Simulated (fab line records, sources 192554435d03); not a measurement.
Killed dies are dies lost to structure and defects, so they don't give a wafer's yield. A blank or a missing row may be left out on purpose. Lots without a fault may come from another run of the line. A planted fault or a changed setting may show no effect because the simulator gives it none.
A sampling plan put to the test | flow n5_finfet | one fab line, 39 faults that these records tell of, each judged on the records of the lots that it struck
The plan is the line's own looks: the steps of the route at which a gauge or an inspection reads the wafer and doesn't change it. A look can be judged if struck wafers have a number there and the file gives its usual mean and standard deviation on fault-free wafers. Caught: at a look after the fault's first step, the mean of the struck wafers lies 4 or more of those standard deviations (sigma) from the usual mean. On the tool: the same test on the tool's own readings at the fault's steps. Another recipe on the struck wafers, or a record that is blank for them alone, also counts as caught.

THE FAULTS, as the simulator had put them in
1. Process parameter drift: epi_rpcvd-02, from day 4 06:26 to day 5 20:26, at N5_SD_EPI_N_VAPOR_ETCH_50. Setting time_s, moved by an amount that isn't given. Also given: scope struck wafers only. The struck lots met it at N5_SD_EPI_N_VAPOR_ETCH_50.
2. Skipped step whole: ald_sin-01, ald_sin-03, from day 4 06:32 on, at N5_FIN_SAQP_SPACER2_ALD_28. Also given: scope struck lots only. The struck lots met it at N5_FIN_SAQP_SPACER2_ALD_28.
3. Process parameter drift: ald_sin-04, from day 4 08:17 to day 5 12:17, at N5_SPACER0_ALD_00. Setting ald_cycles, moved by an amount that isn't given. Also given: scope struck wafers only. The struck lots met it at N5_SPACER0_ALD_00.
4. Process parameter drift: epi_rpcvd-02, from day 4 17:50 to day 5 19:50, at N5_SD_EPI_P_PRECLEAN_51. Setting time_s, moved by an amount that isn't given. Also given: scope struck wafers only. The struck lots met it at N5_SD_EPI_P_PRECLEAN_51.
5. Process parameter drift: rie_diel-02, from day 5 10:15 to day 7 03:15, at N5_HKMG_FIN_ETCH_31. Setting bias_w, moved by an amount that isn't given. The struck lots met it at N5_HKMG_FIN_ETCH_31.
6. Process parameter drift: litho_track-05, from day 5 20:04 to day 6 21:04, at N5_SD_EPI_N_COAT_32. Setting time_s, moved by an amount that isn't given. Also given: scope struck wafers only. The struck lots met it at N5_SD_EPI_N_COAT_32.
7. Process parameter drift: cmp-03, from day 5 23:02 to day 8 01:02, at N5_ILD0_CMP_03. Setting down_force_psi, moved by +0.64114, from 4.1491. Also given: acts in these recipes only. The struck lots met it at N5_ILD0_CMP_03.
8. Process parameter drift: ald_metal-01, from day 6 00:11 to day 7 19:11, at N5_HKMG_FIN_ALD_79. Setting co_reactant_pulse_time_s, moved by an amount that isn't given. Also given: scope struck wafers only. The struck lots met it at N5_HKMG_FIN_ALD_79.
9. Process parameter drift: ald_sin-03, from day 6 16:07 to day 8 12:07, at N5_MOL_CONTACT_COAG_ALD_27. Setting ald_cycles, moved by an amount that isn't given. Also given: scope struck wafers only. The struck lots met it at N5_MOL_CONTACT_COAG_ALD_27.
10. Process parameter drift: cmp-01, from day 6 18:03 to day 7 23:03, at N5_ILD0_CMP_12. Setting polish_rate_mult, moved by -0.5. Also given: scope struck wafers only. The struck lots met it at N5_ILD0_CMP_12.
11. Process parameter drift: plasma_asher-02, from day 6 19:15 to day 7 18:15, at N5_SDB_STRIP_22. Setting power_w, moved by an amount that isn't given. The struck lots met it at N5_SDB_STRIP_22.
12. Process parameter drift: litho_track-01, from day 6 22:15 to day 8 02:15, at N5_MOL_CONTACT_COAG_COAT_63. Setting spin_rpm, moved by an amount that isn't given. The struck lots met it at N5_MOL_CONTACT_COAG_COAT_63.
13. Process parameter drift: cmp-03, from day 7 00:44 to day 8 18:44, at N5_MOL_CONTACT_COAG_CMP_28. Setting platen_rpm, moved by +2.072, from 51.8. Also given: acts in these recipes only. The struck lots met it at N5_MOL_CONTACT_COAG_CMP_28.
14. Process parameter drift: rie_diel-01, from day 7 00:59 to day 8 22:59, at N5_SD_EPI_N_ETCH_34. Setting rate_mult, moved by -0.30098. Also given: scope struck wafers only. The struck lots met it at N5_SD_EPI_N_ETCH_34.
15. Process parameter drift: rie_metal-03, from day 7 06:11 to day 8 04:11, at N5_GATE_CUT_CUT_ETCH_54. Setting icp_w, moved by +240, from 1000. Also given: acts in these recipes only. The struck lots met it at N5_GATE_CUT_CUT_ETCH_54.
16. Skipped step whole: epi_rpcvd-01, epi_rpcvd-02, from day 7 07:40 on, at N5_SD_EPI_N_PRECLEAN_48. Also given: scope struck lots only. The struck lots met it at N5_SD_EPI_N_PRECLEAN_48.
17. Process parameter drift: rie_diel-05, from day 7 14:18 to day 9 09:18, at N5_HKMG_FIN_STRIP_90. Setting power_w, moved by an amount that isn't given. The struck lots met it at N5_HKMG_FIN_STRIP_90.
18. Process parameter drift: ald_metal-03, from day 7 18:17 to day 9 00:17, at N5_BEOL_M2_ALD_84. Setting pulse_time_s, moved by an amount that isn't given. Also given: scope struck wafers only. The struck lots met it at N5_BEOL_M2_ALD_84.
19. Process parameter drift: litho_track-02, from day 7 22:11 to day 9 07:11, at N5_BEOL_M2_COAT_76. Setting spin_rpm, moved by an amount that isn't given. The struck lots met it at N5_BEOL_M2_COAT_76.
20. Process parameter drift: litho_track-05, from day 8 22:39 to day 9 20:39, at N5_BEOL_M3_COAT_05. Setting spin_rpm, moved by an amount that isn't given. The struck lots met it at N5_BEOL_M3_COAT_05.
21. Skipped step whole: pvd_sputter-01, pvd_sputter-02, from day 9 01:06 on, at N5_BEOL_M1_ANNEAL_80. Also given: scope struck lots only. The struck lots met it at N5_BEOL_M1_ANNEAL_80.
22. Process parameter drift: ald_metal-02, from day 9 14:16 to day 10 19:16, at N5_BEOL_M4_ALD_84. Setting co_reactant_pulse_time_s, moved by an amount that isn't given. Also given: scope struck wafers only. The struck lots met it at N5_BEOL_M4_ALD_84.
23. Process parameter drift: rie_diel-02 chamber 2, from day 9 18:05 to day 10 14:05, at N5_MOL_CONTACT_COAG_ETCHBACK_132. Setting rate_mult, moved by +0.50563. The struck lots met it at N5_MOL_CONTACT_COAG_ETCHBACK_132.
24. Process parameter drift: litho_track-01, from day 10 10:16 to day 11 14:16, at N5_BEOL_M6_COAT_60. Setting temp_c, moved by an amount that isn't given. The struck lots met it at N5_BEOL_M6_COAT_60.
25. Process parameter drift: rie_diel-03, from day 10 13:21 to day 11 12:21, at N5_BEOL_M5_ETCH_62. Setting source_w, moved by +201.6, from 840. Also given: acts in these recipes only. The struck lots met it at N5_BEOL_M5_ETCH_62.
26. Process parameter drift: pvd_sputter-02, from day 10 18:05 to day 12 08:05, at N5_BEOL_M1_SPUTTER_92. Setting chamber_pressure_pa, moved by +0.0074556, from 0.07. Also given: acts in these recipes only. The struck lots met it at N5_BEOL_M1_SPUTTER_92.
27. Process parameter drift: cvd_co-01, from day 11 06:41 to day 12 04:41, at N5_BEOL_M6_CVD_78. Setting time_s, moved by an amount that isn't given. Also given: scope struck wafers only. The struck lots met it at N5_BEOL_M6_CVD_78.
28. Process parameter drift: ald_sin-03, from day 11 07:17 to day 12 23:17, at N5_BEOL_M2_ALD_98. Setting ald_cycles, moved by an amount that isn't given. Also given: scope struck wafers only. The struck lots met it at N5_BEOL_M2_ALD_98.
29. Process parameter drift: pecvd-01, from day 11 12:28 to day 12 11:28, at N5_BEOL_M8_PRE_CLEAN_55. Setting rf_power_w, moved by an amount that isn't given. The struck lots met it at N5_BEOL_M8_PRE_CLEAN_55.
30. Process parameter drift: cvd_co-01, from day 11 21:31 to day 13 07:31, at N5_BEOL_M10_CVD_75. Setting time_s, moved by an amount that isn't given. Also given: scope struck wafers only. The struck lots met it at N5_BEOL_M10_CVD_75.
31. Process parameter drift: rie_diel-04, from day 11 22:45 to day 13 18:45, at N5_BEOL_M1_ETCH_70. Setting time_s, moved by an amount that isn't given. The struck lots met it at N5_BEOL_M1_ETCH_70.
32. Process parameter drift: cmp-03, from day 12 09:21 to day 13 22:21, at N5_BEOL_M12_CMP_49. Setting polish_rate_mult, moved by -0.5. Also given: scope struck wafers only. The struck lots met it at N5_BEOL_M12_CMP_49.
33. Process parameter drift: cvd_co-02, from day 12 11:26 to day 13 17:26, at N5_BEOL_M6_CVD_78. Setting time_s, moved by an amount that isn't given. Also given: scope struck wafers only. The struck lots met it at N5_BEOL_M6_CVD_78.
34. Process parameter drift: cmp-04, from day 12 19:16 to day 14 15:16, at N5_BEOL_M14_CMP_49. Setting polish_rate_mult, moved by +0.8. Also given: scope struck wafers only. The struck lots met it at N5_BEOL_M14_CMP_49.
35. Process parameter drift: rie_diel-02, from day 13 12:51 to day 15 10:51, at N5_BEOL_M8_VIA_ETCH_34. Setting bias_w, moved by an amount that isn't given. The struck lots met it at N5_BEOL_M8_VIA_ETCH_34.
36. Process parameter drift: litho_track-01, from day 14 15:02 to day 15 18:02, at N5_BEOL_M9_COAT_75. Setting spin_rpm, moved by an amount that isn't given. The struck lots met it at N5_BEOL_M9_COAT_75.
37. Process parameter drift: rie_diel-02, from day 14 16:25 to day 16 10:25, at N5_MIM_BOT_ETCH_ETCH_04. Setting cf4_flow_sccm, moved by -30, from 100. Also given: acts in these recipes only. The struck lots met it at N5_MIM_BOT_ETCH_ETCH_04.
38. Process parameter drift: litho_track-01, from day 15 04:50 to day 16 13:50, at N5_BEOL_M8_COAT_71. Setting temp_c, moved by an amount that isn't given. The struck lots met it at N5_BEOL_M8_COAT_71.
39. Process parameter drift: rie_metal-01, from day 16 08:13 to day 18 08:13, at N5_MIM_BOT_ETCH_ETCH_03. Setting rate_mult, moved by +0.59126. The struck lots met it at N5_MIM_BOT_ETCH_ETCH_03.

WHAT THE PLAN SAW
fault | on the tool itself                               | first look that catches it                      | reading, sigma | median hours from its first step to that look | hours from the fault's start to the first struck lot there | judged looks passed uncaught
1     | under 2 sigma                                    | N5_BEOL_M4_RC_MEAS_101                          | IOFF_N +8.8    | 120.0                                         | 123                                                        | 0
2     | the tool's record is blank for the struck wafers | no look after it can be judged                  | -              | -                                             | -                                                          | 0
3     | under 2 sigma                                    | not the one look that can be judged after it    | -              | -                                             | -                                                          | 1
4     | the tool's record is blank for the struck wafers | N5_SD_EPI_P_EPI_MEAS_23                         | thk_nm -9.6    | 2.5                                           | 16                                                         | 0
5     | bias_w +14 sigma                                 | not the one look that can be judged after it    | -              | -                                             | -                                                          | 1
6     | run_length_s -98 sigma                           | not the one look that can be judged after it    | -              | -                                             | -                                                          | 1
7     | head_pressure_psi +69 sigma                      | none of the 2 looks that can be judged after it | -              | -                                             | -                                                          | 2
8     | under 2 sigma                                    | not the one look that can be judged after it    | -              | -                                             | -                                                          | 1
9     | run_length_s -99 or beyond sigma                 | not the one look that can be judged after it    | -              | -                                             | -                                                          | 1
10    | time_to_endpoint_s +13 sigma                     | none of the 3 looks that can be judged after it | -              | -                                             | -                                                          | 3
11    | strip_time_to_endpoint_s -7.3 sigma              | none of the 2 looks that can be judged after it | -              | -                                             | -                                                          | 2
12    | spin_speed_rpm +46 sigma                         | not the one look that can be judged after it    | -              | -                                             | -                                                          | 1
13    | platen_rpm +57 sigma                             | none of the 2 looks that can be judged after it | -              | -                                             | -                                                          | 2
14    | etch_rf_on_time_s +29 sigma                      | not the one look that can be judged after it    | -              | -                                             | -                                                          | 1
15    | rf_fwd_power_W +60 sigma                         | not the one look that can be judged after it    | -              | -                                             | -                                                          | 1
16    | the tool's record is blank for the struck wafers | N5_SD_EPI_N_EPI_MEAS_23                         | thk_nm -52     | 2.3                                           | 3                                                          | 0
17    | power_w +56 sigma                                | not the one look that can be judged after it    | -              | -                                             | -                                                          | 1
18    | under 2 sigma                                    | not the one look that can be judged after it    | -              | -                                             | -                                                          | 1
19    | spin_speed_rpm -36 sigma                         | not the one look that can be judged after it    | -              | -                                             | -                                                          | 1
20    | spin_speed_rpm -55 sigma                         | none of the 2 looks that can be judged after it | -              | -                                             | -                                                          | 2
21    | the tool's record is blank for the struck wafers | not the one look that can be judged after it    | -              | -                                             | -                                                          | 1
22    | under 2 sigma                                    | not the one look that can be judged after it    | -              | -                                             | -                                                          | 1
23    | only faintly: oes_product_au +3.2 sigma          | not the one look that can be judged after it    | -              | -                                             | -                                                          | 1
24    | plate_temp_C -36 sigma                           | no look after it can be judged                  | -              | -                                             | -                                                          | 0
25    | rf_fwd_power_W +69 sigma                         | no look after it can be judged                  | -              | -                                             | -                                                          | 0
26    | chamber_pressure_pa +57 sigma                    | not the one look that can be judged after it    | -              | -                                             | -                                                          | 1
27    | run_length_s -98 sigma                           | no look after it can be judged                  | -              | -                                             | -                                                          | 0
28    | under 2 sigma                                    | not the one look that can be judged after it    | -              | -                                             | -                                                          | 1
29    | rf_fwd_power_W -36 sigma                         | no look after it can be judged                  | -              | -                                             | -                                                          | 0
30    | run_length_s +99 or beyond sigma                 | not the one look that can be judged after it    | -              | -                                             | -                                                          | 1
31    | run_length_s +13 sigma                           | no look after it can be judged                  | -              | -                                             | -                                                          | 0
32    | overpolish_run_s -99 or beyond sigma             | N5_BEOL_M12_THK_MEAS_50                         | M12_THK +50    | 0.2                                           | 1                                                          | 0
33    | run_length_s -86 sigma                           | not the one look that can be judged after it    | -              | -                                             | -                                                          | 1
34    | barrier_field_endpoint_s -25 sigma               | not the one look that can be judged after it    | -              | -                                             | -                                                          | 1
35    | bias_w +23 sigma                                 | no look after it can be judged                  | -              | -                                             | -                                                          | 0
36    | spin_speed_rpm -67 sigma                         | none of the 2 looks that can be judged after it | -              | -                                             | -                                                          | 2
37    | cf4_flow_sccm -99 or beyond sigma                | no look after it can be judged                  | -              | -                                             | -                                                          | 0
38    | plate_temp_C +30 sigma                           | no look after it can be judged                  | -              | -                                             | -                                                          | 0
39    | oes_product_au +4.5 sigma                        | no look after it can be judged                  | -              | -                                             | -                                                          | 0
A dash: the fault isn't caught, or these records don't give the number.

Caught at a look: 4 of 39. Caught on the tool: 32 of 39. By one or the other: 33 of 39.
Caught on the tool alone: faults 2, 5, 6, 7, 9, 10, 11, 12, 13, 14, 15, 17, 19, 20, 21, 24, 25, 26, 27, 29, 30, 31, 33, 34, 35, 36, 37, 38, 39.
Caught at a look alone: fault 1.
Caught by neither: faults 3, 8, 18, 22, 23, 28.

THINNER SAMPLING
If the look that catches a fault measured only every second or every third lot, by lot number, the first struck lot would be measured this late in the worst case:
fault | struck lots at that look, in order of time | every lot | every second lot | every third lot
1     | L590, L593, L595                           | 123 h     | 137 h            | may miss all 3
4     | L623, L625                                 | 16 h      | may miss all 2   | may miss all 2
16    | L158, L159                                 | 3 h       | 3 h              | may miss all 2
32    | L511, L510, L513                           | 1 h       | 2 h              | may miss all 3
Hours are from the fault's start to the first struck lot that is measured. The limit of 4 sigma was tested on all struck wafers together, so one lot alone may lie under it. Other struck lots may not be in these records.

THE LONGEST TIMED WAY FROM STEP TO LOOK
Fault 1: a median of 120.0 hours passes between N5_SD_EPI_N_VAPOR_ETCH_50 and N5_BEOL_M4_RC_MEAS_101. No look between them can be judged.
